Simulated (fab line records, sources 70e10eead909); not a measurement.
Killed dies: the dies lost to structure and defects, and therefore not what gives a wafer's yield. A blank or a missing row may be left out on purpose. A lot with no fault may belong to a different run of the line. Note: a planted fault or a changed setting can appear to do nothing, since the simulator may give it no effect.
What tool caused it? || flow nand-harc || Sampling: 6 lots, 18 wafers, 3 of 1159 route steps

## WHAT THE GAUGES READ, wafer by wafer
NHARC_P_GATE_CD_MEAS_91 targets a cd of 2000 nm.
{"lot": "L461", "measured": "day 5 23:31", "on": "cd-sem-02", "cd-nm (nm)": "2001.1 1997.6 2001.5"}
{"lot": "L468", "measured": "day 7 17:34", "on": "cd-sem-01", "cd-nm (nm)": "2319.2 2317.9 2322.1"}
{"lot": "L475", "measured": "day 9 22:02", "on": "cd-sem-03", "cd-nm (nm)": "1997.9 2000.3 2000.1"}
{"lot": "L477", "measured": "day 10 05:28", "on": "cd-sem-03", "cd-nm (nm)": "2000.4 2000.4 2001.2"}
{"lot": "L479", "measured": "day 10 21:56", "on": "cd-sem-01", "cd-nm (nm)": "1999.2 1997.5 1995.3"}
{"lot": "L481", "measured": "day 11 03:11", "on": "cd-sem-02", "cd-nm (nm)": "1998.4 1995.9 1997.6"}

## WHICH TOOL RAN EACH LOT (tool, then ch and the chambers of the sampled wafers, then the start)
{"lot": "L461", "NHARC_P_GATE_STRIP_101": "rie-diel-01 ch 2,3, day 5 18:55", "NHARC_P_GATE_EXPOSE_88": "krf-scanner-02 ch 0, day 5 23:21"}
{"lot": "L468", "NHARC_P_GATE_STRIP_101": "rie-diel-01 ch 0,2,3, day 7 13:13", "NHARC_P_GATE_EXPOSE_88": "krf-scanner-03 ch 0, day 7 17:25"}
{"lot": "L475", "NHARC_P_GATE_STRIP_101": "rie-diel-01 ch 1,2,3, day 9 17:52", "NHARC_P_GATE_EXPOSE_88": "krf-scanner-01 ch 0, day 9 21:53"}
{"lot": "L477", "NHARC_P_GATE_STRIP_101": "rie-diel-01 ch 1,2,3, day 10 01:04", "NHARC_P_GATE_EXPOSE_88": "krf-scanner-03 ch 0, day 10 05:19"}
{"lot": "L479", "NHARC_P_GATE_STRIP_101": "rie-diel-01 ch 1,2,3, day 10 17:48", "NHARC_P_GATE_EXPOSE_88": "krf-scanner-02 ch 0, day 10 21:47"}
{"lot": "L481", "NHARC_P_GATE_STRIP_101": "rie-diel-01 ch 0,1,2, day 10 22:48", "NHARC_P_GATE_EXPOSE_88": "krf-scanner-03 ch 0, day 11 03:02"}
- NHARC_P_GATE_STRIP_101: strips in O2, time 20 s.
- NHARC_P_GATE_EXPOSE_88: exposes mask P HVN, target cd 2000 nm.

## THE ANSWER, worked out from the rows above alone
Rule: the lots themselves supply what counts as usual. Put in order of their means at a reading, lots are off if they are a third of the lots or fewer, leave a main group of 4 or more, and stand apart from it by a gap of 3 or more times the standard deviation of the main group's means; of several such gaps the widest counts. A main group is skipped when, at the precision printed for the reading in the tables above, its means are all equal. Also off: a lot with no number at a reading for which 4 or more lots have one. All remaining lots with rows at the step are treated as sound.
Off, at NHARC_P_GATE_CD_MEAS_91 on cd-nm: L468. The main group has a mean of 1999.0 nm with a standard deviation of 1.4.
A tool fits if, at a process step before that reading, it ran every lot that is off, and no sound lot after the first of them. Those tools and the gauges at NHARC_P_GATE_CD_MEAS_91 are tried in the same way. Not one of the candidates tried fits.

## WHAT THE SIMULATOR HAD PUT IN
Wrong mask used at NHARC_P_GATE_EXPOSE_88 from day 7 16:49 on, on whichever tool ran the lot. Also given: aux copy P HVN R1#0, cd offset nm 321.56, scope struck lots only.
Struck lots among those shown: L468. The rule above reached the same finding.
